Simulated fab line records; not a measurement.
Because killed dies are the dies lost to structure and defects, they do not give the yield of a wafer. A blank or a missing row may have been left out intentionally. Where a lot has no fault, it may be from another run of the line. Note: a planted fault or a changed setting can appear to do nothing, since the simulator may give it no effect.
One fault seen from 2 desks | flow n5 finfet | only its own numbers are on each desk; what lay behind them is given at the end

== AT THE METROLOGY DESK ==
What the gauges read for every lot (on any tool): the sampled wafers with a number, averaged. Any lot whose mean is over 4 standard deviations away from the usual mean is out of limits and marked OUT; that distance is given in the brackets.
Columns: A = cd nm at N5_BEOL_M11_CD_MEAS_35, usual 70.0 nm
lot  | first seen here | A
L936 | day 11 11:18    | 70.8
L935 | day 12 01:21    | 69.8
L940 | day 13 03:46    | 70.4
L944 | day 13 20:22    | 72.0
L948 | day 15 11:04    | 70.1
L951 | day 16 15:07    | 69.8
L953 | day 17 02:41    | 70.6
L955 | day 18 01:58    | 70.1
L956 | day 18 01:59    | 70.3
L958 | day 18 02:52    | 69.6
Finding of this desk: none of the 10 lots has anything out of limits.

== THE TOOL OWNER'S DESK: rie diel-01 ==
The tool's own readings at N5_BEOL_M11_ETCH_62 (etches SOC in N2/H2, target depth 110 nm, overetch 22 nm, time 165 s): means of the sampled wafers that have a number, for each lot that ran on this tool. Any lot whose mean is over 4 standard deviations away from the usual mean is out of limits and marked OUT; that distance is given in the brackets.
Columns: A = chamber pressure mTorr at N5_BEOL_M11_ETCH_62, usual 30.001 mTorr; B = drypump motor current A at N5_BEOL_M11_ETCH_62, usual 5.7 A; C = oes product au at N5_BEOL_M11_ETCH_62, usual 0.63 a.u.; D = rf vpp V at N5_BEOL_M11_ETCH_62, usual 523.9 V; E = showerhead plenum p Torr at N5_BEOL_M11_ETCH_62, usual 2.55 Torr; F = throttle valve pct at N5_BEOL_M11_ETCH_62, usual 18.11 %
lot  | first seen here | A      | B   | C    | D     | E    | F
L935 | day 11 16:17    | 30.003 | 5.6 | 0.60 | 524.5 | 2.57 | 18.19
L944 | day 13 18:40    | 29.974 | 5.8 | 0.58 | 522.8 | 2.52 | 18.21
L951 | day 16 13:35    | 30.005 | 5.9 | 0.58 | 523.0 | 2.52 | 18.21
L955 | day 17 22:46    | 29.988 | 6.0 | 0.66 | 522.1 | 2.51 | 18.12
L958 | day 17 23:01    | 30.034 | 6.4 | 0.67 | 520.6 | 2.44 | 18.05
L956 | day 17 23:16    | 30.028 | 6.2 | 0.58 | 521.8 | 2.48 | 18.17
Finding of this desk: none of the 6 lots has anything out of limits.

== BROUGHT TOGETHER ==
The metrology desk saw nothing out of limits.
Nothing out of limits was seen by the tool owner's desk.

== WHAT THE SIMULATOR HAD PUT IN ==
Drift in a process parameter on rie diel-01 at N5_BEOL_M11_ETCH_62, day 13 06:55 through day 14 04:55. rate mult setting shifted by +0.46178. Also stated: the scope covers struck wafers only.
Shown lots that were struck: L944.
